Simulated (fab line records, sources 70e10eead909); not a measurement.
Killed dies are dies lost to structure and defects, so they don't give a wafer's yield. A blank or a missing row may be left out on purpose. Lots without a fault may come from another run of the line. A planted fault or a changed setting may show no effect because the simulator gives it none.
fab line records | flow nand_harc
record lots=6 wafers=18 last_day=33
route steps=1302 shown A_ONON_D2@548
lots that met no fault: from a run of the same line without faults
start_h: hours from the record's first day to the start of the lot's first wafer shown | wait_h: hours since the lot's step before | " the same as in the row above | L1.1+2: a row that stands for several wafers | - no value, or no start given | * or withheld: withheld | < > ~ a bound
route shown NAME@n: a module of which the file shows steps, and the number in the route of the first | usual: mean/standard deviation of fault-free wafers | same: alike in all rows | chamber/n: place in a boat | sites: the reading at each site | _std_site: their standard deviation | _edge_site: outer sites' mean less inner sites' | radius_mm: how far each site lies from the wafer's centre | mask NAME#n: copy n | behind: the tool/chamber that last shaped the wafer | hold: why the lot was held/for how many hours/how that ended | device: the transistor (n, p or np) that didn't switch | end of line: the same wafers' tests at the end of the route | a step without rows: its recipe alone | killed: dies lost to structure and defects at the first sort, not the wafer's yield | map: a wafer's dies, x killed, . not, _ none there
set.NAME: the setting as run; set.NAME@STEP: as run at that earlier step | model.NAME: the simulator's own value behind a step, which no gauge read
lots at some steps of the route; a table a step, a row a wafer
services: from which hour (start_h, from the record's first day; less than 0 if before it) a tool's chamber was out of use, for how many hours, and why
## steps
# step NHARC_A_ONON_D2_THK_MEAS_05
# recipe thk_meas_gauge=ellipsometry
# usual thk_nm=996/11
# columns lot.wafer tool chamber start_h wait_h thk_nm
L505.1 film_metro-01 - 271.25 - 990
L505.2 " - " " 988
L505.6 " - " " 990
L507.2 film_metro-01 - 299.99 - 997
L507.3 " - " " 995
L507.5 " - " " 996
L516.1 film_metro-01 - 392.93 - 1002
L516.2 " - " " 1003
L516.4 " - " " 1000
L521.1 film_metro-01 - 450.64 - 1017
L521.2 " - " " 1016
L521.4 " - " " 1016
L523.3 film_metro-01 - 468.42 - 1016
L523.4 " - " " 1015
L523.5 " - " " 1015
L527.2 film_metro-02 - 510.77 - 983
L527.3 " - " " 985
L527.4 " - " " 985
# step NHARC_A_ONON_D2_DEP_06
# recipe target_thk_a=10000 n2_flow_sccm=2750 n2o_flow_sccm=2000 nh3_flow_sccm=500 sih4_flow_sccm=210 temp_c=400
# step NHARC_A_ONON_D2_THK_MEAS_08
# recipe thk_meas_gauge=ellipsometry
# usual thk_nm=999/7.7
# columns lot.wafer tool chamber start_h wait_h thk_nm
L505.1 film_metro-01 - 271.83 - 1003
L505.2 " - " " 1000
L505.6 " - " " 1000
L507.2 film_metro-01 - 300.56 - 1013
L507.3 " - " " 1014
L507.5 " - " " 1013
L516.1 film_metro-01 - 393.49 - 995
L516.2 " - " " 997
L516.4 " - " " 996
L521.1 film_metro-02 - 451.24 - 994
L521.2 " - " " 992
L521.4 " - " " 994
L523.3 film_metro-02 - 469.00 - 987
L523.4 " - " " 988
L523.5 " - " " 986
L527.2 film_metro-02 - 511.33 - 986
L527.3 " - " " 986
L527.4 " - " " 987
# step NHARC_A_ONON_D2_DEP_09
# recipe target_thk_a=10000 n2_flow_sccm=2750 n2o_flow_sccm=2000 nh3_flow_sccm=500 sih4_flow_sccm=210 temp_c=400
# step NHARC_A_ONON_D2_THK_MEAS_11
# recipe thk_meas_gauge=ellipsometry
# usual thk_nm=999/10
# columns lot.wafer tool chamber start_h wait_h thk_nm
L505.1 film_metro-01 - 272.39 - 982
L505.2 " - " " 982
L505.6 " - " " 981
L507.2 film_metro-02 - 301.12 - 1009
L507.3 " - " " 1008
L507.5 " - " " 1007
L516.1 film_metro-01 - 394.06 - 1009
L516.2 " - " " 1011
L516.4 " - " " 1011
L521.1 film_metro-01 - 451.95 - 998
L521.2 " - " " 998
L521.4 " - " " 999
L523.3 film_metro-02 - 469.58 - 998
L523.4 " - " " 997
L523.5 " - " " 997
L527.2 film_metro-02 - 511.90 - 1009
L527.3 " - " " 1008
L527.4 " - " " 1009
# step NHARC_A_ONON_D2_DEP_12
# recipe target_thk_a=10000 n2_flow_sccm=2750 n2o_flow_sccm=2000 nh3_flow_sccm=500 sih4_flow_sccm=210 temp_c=400
# step NHARC_A_ONON_D2_THK_MEAS_14
# recipe thk_meas_gauge=ellipsometry
# usual thk_nm=1004/9.4
# columns lot.wafer tool chamber start_h wait_h thk_nm
L505.1 film_metro-02 - 272.98 - 988
L505.2 " - " " 989
L505.6 " - " " 988
L507.2 film_metro-01 - 301.68 - 1012
L507.3 " - " " 1010
L507.5 " - " " 1010
L516.1 film_metro-02 - 394.62 - 1010
L516.2 " - " " 1010
L516.4 " - " " 1012
L521.1 film_metro-01 - 452.65 - 1002
L521.2 " - " " 1001
L521.4 " - " " 1002
L523.3 film_metro-02 - 470.15 - 1007
L523.4 " - " " 1009
L523.5 " - " " 1007
L527.2 film_metro-02 - 512.47 - 1016
L527.3 " - " " 1014
L527.4 " - " " 1015
# step NHARC_A_ONON_D2_ANNEAL_15
# recipe temp_c=750 time_s=3600
# step NHARC_A_ONON_D2_DEP_16
# recipe target_thk_a=10000 n2_flow_sccm=2750 n2o_flow_sccm=2000 nh3_flow_sccm=500 sih4_flow_sccm=210 temp_c=400
# step NHARC_A_ONON_D2_THK_MEAS_18
# recipe thk_meas_gauge=ellipsometry
# usual thk_nm=1002/8.5
# columns lot.wafer tool chamber start_h wait_h thk_nm
L505.1 film_metro-01 - 280.34 - 1002
L505.2 " - " " 1003
L505.6 " - " " 1004
L507.2 film_metro-01 - 313.03 - 1012
L507.3 " - " " 1014
L507.5 " - " " 1013
L516.1 film_metro-01 - 402.66 - 999
L516.2 " - " " 1000
L516.4 " - " " 1001
L521.1 film_metro-01 - 460.38 - 1004
L521.2 " - " " 1006
L521.4 " - " " 1005
L523.3 film_metro-02 - 477.89 - 1004
L523.4 " - " " 1002
L523.5 " - " " 1003
L527.2 film_metro-02 - 519.57 - 1008
L527.3 " - " " 1011
L527.4 " - " " 1008
# step NHARC_A_ONON_D2_DEP_19
# recipe target_thk_a=10000 n2_flow_sccm=2750 n2o_flow_sccm=2000 nh3_flow_sccm=500 sih4_flow_sccm=210 temp_c=400
# step NHARC_A_ONON_D2_THK_MEAS_21
# recipe thk_meas_gauge=ellipsometry
# usual thk_nm=999/10
# columns lot.wafer tool chamber start_h wait_h thk_nm
L505.1 film_metro-02 - 280.90 - 995
L505.2 " - " " 994
L505.6 " - " " 995
L507.2 film_metro-01 - 313.60 - 1006
L507.3 " - " " 1006
L507.5 " - " " 1006
L516.1 film_metro-01 - 403.22 - 986
L516.2 " - " " 987
L516.4 " - " " 986
L521.1 film_metro-01 - 460.94 - 989
L521.2 " - " " 990
L521.4 " - " " 988
L523.3 film_metro-02 - 478.46 - 1001
L523.4 " - " " 1001
L523.5 " - " " 1001
L527.2 film_metro-02 - 520.14 - 996
L527.3 " - " " 995
L527.4 " - " " 995
# step NHARC_A_ONON_D2_DEP_22
# recipe target_thk_a=10000 n2_flow_sccm=2750 n2o_flow_sccm=2000 nh3_flow_sccm=500 sih4_flow_sccm=210 temp_c=400
# columns lot.wafer tool chamber start_h wait_h
L505.1+2+6 pecvd_onon-02 0 280.96 0.1
L507.2+3+5 pecvd_onon-03 0 313.71 0.1
L516.1+2+4 pecvd_onon-04 0 403.34 0.1
L521.1+2+4 pecvd_onon-04 0 461.00 0.1
L523.3+4+5 pecvd_onon-04 0 478.63 0.2
L527.2+3+4 pecvd_onon-03 0 520.25 0.1
# step NHARC_A_ONON_D2_THK_MEAS_24
# recipe thk_meas_gauge=ellipsometry
# usual thk_nm=1000/11
# columns lot.wafer tool chamber start_h wait_h thk_nm
L505.1 film_metro-01 - 281.47 - 1002
L505.2 " - " " 1003
L505.6 " - " " 999
L507.2 film_metro-02 - 314.16 - 1003
L507.3 " - " " 1000
L507.5 " - " " 1000
L516.1 film_metro-02 - 403.85 - 1014
L516.2 " - " " 1016
L516.4 " - " " 1014
L521.1 film_metro-01 - 461.51 - 966
L521.2 " - " " 616
L521.4 " - " " 616
L523.3 film_metro-01 - 479.02 - 1016
L523.4 " - " " 663
L523.5 " - " " 1015
L527.2 film_metro-01 - 520.71 - 1005
L527.3 " - " " 1004
L527.4 " - " " 1004
# step NHARC_A_ONON_D2_DEP_25
# recipe target_thk_a=10000 n2_flow_sccm=2750 n2o_flow_sccm=2000 nh3_flow_sccm=500 sih4_flow_sccm=210 temp_c=400
## services
# columns tool chamber start_h hours kind
pecvd_onon-04 - 311.00 13.0 pm
pecvd_onon-02 - 366.00 13.0 pm
pecvd_onon-03 - 408.08 13.0 pm
pecvd_onon-04 - 492.00 13.0 pm
pecvd_onon-02 - 508.56 8.1 repair
## key
first_sign step=NHARC_A_ONON_D2_THK_MEAS_24 reading=thk_nm direction=down sigmas=33 usual=1000 struck=632
effect none on later readings
met_at NHARC_A_ONON_D2_DEP_22
struck_wafers L521.2,L521.4,L523.4
later_rows_left_out L521.2,L521.4,L523.4
sort_left_out L521.2,L521.4,L523.4
tester_left_out L521,L523
onset_between 403.34 461.00
fault kind=process_parameter_drift tool=pecvd_onon-04 chamber=- onset_h=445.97 steps=NHARC_A_ONON_D2_DEP_22 channel=target_thk_a offset=* shape=step end_h=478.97 scope=struck_wafers_only acts_in=* stated=*
# tester_left_out: of these lots the tester's yield and bins aren't shown, on N5 and GAA mostly nor the transistor test; their killed dies are dies lost to structure and defects alone, not to doping, threshold or leakage, so they don't give the yield
# sort_left_out: the simulated sort isn't trusted on such a fault, so these wafers' sort isn't shown, and their yield isn't known
# later_rows_left_out: the simulator's readings of these wafers behind a module that went badly wrong aren't trusted and aren't shown, but for the sort
